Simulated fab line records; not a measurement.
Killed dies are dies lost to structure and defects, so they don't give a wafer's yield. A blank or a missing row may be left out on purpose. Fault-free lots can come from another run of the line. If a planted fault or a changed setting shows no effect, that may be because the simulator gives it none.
Chamber matching / flow n5Finfet / 4 sister chambers for N5_BEOL_M8_STRIP_67 on rieDiel-01
The step strips in CF4. 8 wafers are shown with their chamber, then 8 later ones without.

## EACH WAFER AND ITS CHAMBER
wafer=L079.5; chamber=0; showerheadPlenumPTorr (Torr)=1.87; drypumpMotorCurrentA (A)=5.7
wafer=L079.6; chamber=1; showerheadPlenumPTorr (Torr)=1.79; drypumpMotorCurrentA (A)=5.8
wafer=L080.3; chamber=1; showerheadPlenumPTorr (Torr)=1.79; drypumpMotorCurrentA (A)=5.8
wafer=L080.6; chamber=2; showerheadPlenumPTorr (Torr)=1.74; drypumpMotorCurrentA (A)=6.3
wafer=L090.1; chamber=3; showerheadPlenumPTorr (Torr)=1.78; drypumpMotorCurrentA (A)=5.6
wafer=L090.4; chamber=0; showerheadPlenumPTorr (Torr)=1.87; drypumpMotorCurrentA (A)=5.8
wafer=L090.5; chamber=3; showerheadPlenumPTorr (Torr)=1.78; drypumpMotorCurrentA (A)=5.6
wafer=L093.1; chamber=2; showerheadPlenumPTorr (Torr)=1.73; drypumpMotorCurrentA (A)=6.2

## WAFERS WITHOUT THEIR CHAMBER
wafer=L093.2; showerheadPlenumPTorr (Torr)=1.87; drypumpMotorCurrentA (A)=5.7
wafer=L093.3; showerheadPlenumPTorr (Torr)=1.78; drypumpMotorCurrentA (A)=5.6
wafer=L093.4; showerheadPlenumPTorr (Torr)=1.79; drypumpMotorCurrentA (A)=5.8
wafer=L093.5; showerheadPlenumPTorr (Torr)=1.79; drypumpMotorCurrentA (A)=5.8
wafer=L093.6; showerheadPlenumPTorr (Torr)=1.86; drypumpMotorCurrentA (A)=5.8
wafer=L091.1; showerheadPlenumPTorr (Torr)=1.79; drypumpMotorCurrentA (A)=5.7
wafer=L091.4; showerheadPlenumPTorr (Torr)=1.86; drypumpMotorCurrentA (A)=5.8
wafer=L091.6; showerheadPlenumPTorr (Torr)=1.73; drypumpMotorCurrentA (A)=6.2

## EACH ONE'S CHAMBER
wafer=L093.2; from the rows above=0; in truth=0
wafer=L093.3; from the rows above=3; in truth=3
wafer=L093.4; from the rows above=1; in truth=1
wafer=L093.5; from the rows above=1; in truth=1
wafer=L093.6; from the rows above=0; in truth=0
wafer=L091.1; from the rows above=can't be placed: 1 or 3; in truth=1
wafer=L091.4; from the rows above=0; in truth=0
wafer=L091.6; from the rows above=2; in truth=2
Correctly placed: 7 of 8. From these rows, 1 cannot be placed; in 1 the true chamber is one of the candidates. Placed wrongly: 0.
How it was worked out, from the rows above alone: a wafer's distance from a chamber is the root of the sum, over the readings, of the square of ((its reading less the chamber's mean) divided by the reading's scatter). If the next closest chamber is less than 2 further off than the closest, the wafer can't be placed; otherwise it belongs to the closest. A chamber's mean is the mean of its shown wafers. The scatter: the root of (the sum of the squares of (reading less its chamber's mean) over the shown wafers, divided by (wafers less chambers)).
